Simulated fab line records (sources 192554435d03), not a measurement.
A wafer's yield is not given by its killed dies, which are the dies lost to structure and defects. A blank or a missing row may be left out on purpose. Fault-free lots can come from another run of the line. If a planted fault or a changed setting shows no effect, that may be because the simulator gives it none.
Matching of chambers | flow n5-finfet | rie-diel-03 running N5_MOL_CONTACT_COAG_ETCH_47: 4 sister chambers
The step etches SiNx in CH3F/O2, stops on W, target depth 27 nm. 18 wafers are shown with their chamber, then 9 later ones without.

WAFERS WITH THEIR CHAMBER
wafer  | chamber | showerhead-plenum-p-Torr (Torr) | drypump-motor-current-A (A) | oes-product-au (a.u.)
L076.1 | 1       | 2.06                            | 5.7                         | 0.60
L076.2 | 3       | 2.07                            | 5.5                         | 0.62
L076.4 | 2       | 2.02                            | 5.6                         | 0.66
L077.3 | 3       | 2.07                            | 5.5                         | 0.62
L077.5 | 2       | 2.02                            | 5.6                         | 0.66
L077.6 | 3       | 2.07                            | 5.5                         | 0.62
L079.4 | 2       | 2.02                            | 5.6                         | 0.66
L079.5 | 2       | 2.02                            | 5.6                         | 0.65
L079.6 | 1       | 2.06                            | 5.8                         | 0.60
L082.1 | 2       | 2.02                            | 5.6                         | 0.64
L082.2 | 3       | 2.07                            | 5.5                         | 0.61
L082.4 | 0       | 1.83                            | 5.7                         | 0.66
L084.4 | 1       | 2.05                            | 5.8                         | 0.60
L084.5 | 3       | 2.06                            | 5.5                         | 0.62
L084.6 | 0       | 1.83                            | 5.7                         | 0.67
L085.2 | 0       | 1.83                            | 5.7                         | 0.67
L085.5 | 1       | 2.05                            | 5.8                         | 0.59
L085.6 | 0       | 1.83                            | 5.7                         | 0.67

SIGNATURES, as means of the wafers listed above
reading                  | chamber 0 | chamber 1 | chamber 2 | chamber 3 | scatter within a chamber
showerhead-plenum-p-Torr | 1.8300    | 2.0550    | 2.0200    | 2.0680    | 0.00359
drypump-motor-current-A  | 5.700     | 5.775     | 5.600     | 5.500     | 0.0231
oes-product-au           | 0.6675    | 0.5975    | 0.6540    | 0.6180    | 0.00627
Rule: distance of a wafer from a chamber = root of the sum over the readings of ((wafer's reading minus chamber's mean) / reading's scatter) squared. The wafer belongs to the nearest chamber; if the next one is less than 2 further off, it can't be placed. How the scatter is found: for the shown wafers, subtract from each reading the mean of its chamber, square and add these, divide the total by (wafers less chambers), then take the root.

WAFERS WITH NO CHAMBER GIVEN
wafer  | showerhead-plenum-p-Torr (Torr) | drypump-motor-current-A (A) | oes-product-au (a.u.)
L086.2 | 1.83                            | 5.7                         | 0.67
L086.5 | 1.83                            | 5.7                         | 0.67
L086.6 | 2.06                            | 5.5                         | 0.61
L090.1 | 2.01                            | 5.6                         | 0.64
L090.4 | 1.83                            | 5.7                         | 0.65
L090.6 | 2.05                            | 5.8                         | 0.88
L092.1 | 2.05                            | 5.8                         | 0.86
L092.2 | 2.01                            | 5.6                         | 0.64
L092.3 | 1.82                            | 5.7                         | 0.65

THE CHAMBER EACH PASSED THROUGH
wafer  | from the rows above | in truth
L086.2 | 0                   | 0
L086.5 | 0                   | 0
L086.6 | 3                   | 3
L090.1 | 2                   | 2
L090.4 | 0                   | 0
L090.6 | 2                   | 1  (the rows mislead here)
L092.1 | 2                   | 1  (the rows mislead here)
L092.2 | 2                   | 2
L092.3 | 0                   | 0
Correctly placed: 7 of 9. Not placeable from these rows: 0. Placed wrongly: 2.
